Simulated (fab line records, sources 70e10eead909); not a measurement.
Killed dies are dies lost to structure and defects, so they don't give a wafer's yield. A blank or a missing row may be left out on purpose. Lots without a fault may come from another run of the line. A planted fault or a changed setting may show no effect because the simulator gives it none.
Which tool did it? | flow nand_harc | 7 lots, 21 wafers sampled, at 3 steps of a route of 1302

WHAT THE GAUGES READ, wafer by wafer
NHARC_P_M1_CD_MEAS_09: target cd 130 nm.
lot  | measured     | on        | cd_nm (nm)
L388 | day 6 17:26  | cd_sem-03 | 129.5 128.8 129.3
L390 | day 7 09:35  | cd_sem-03 | 130.6 130.0 130.5
L392 | day 8 08:17  | cd_sem-02 | 130.0 130.5 130.3
L394 | day 9 09:58  | cd_sem-03 | 130.4 129.5 130.9
L397 | day 10 11:29 | cd_sem-03 | 130.3 129.3 130.1
L400 | day 11 19:49 | cd_sem-01 | 131.0 130.5 130.9
L408 | day 14 21:33 | cd_sem-01 | 115.4 114.7 114.7

WHICH TOOL RAN EACH LOT (tool, then ch and the chambers of the sampled wafers, then the start)
lot  | NHARC_P_M0_DEP_32               | NHARC_P_M1_EXPOSE_06
L388 | pecvd-03 ch 0,1,2, day 6 16:11  | arfi_scanner-01 ch 0, day 6 17:17
L390 | pecvd-03 ch 0,1,2, day 7 08:22  | arfi_scanner-03 ch 0, day 7 09:27
L392 | pecvd-02 ch 0,1,2, day 8 07:05  | arfi_scanner-01 ch 0, day 8 08:08
L394 | pecvd-03 ch 0,1,2, day 9 08:49  | arfi_scanner-01 ch 0, day 9 09:49
L397 | pecvd-02 ch 0,1, day 10 10:15   | arfi_scanner-03 ch 0, day 10 11:20
L400 | pecvd-04 ch 1,2, day 11 18:37   | arfi_scanner-01 ch 0, day 11 19:41
L408 | pecvd-03 ch 0,1,2, day 14 20:25 | arfi_scanner-01 ch 0, day 14 21:25
- NHARC_P_M0_DEP_32: deposits SiCN, target thk 30 nm.
- NHARC_P_M1_EXPOSE_06: exposes mask P M1, target cd 130 nm.

THE ANSWER, worked out from the rows above alone
Rule: what is usual is taken from the lots themselves. Put in order of their means at a reading, lots are off if they are a third of the lots or fewer, leave a main group of 4 or more, and stand apart from it by a gap of 3 or more times the standard deviation of the main group's means; of several such gaps the widest counts. A main group whose means are all the same, to the digits that the tables above print for the reading, isn't used. A lot without any number at a reading at which 4 lots or more have one is off too. The other lots that the step has rows for count as sound.
Off: L408, at NHARC_P_M1_CD_MEAS_09 (cd_nm). The main group: mean 130.1 nm, standard deviation 0.49.
A tool fits if, at a process step before that reading, it ran every lot that is off, and no sound lot after the first of them. The gauges at NHARC_P_M1_CD_MEAS_09 are tried like those tools. Can't be told from this: 3 tools fit, pecvd-03 at NHARC_P_M0_DEP_32, arfi_scanner-01 at NHARC_P_M1_EXPOSE_06, cd_sem-01 at NHARC_P_M1_CD_MEAS_09.

WHAT THE SIMULATOR HAD PUT IN
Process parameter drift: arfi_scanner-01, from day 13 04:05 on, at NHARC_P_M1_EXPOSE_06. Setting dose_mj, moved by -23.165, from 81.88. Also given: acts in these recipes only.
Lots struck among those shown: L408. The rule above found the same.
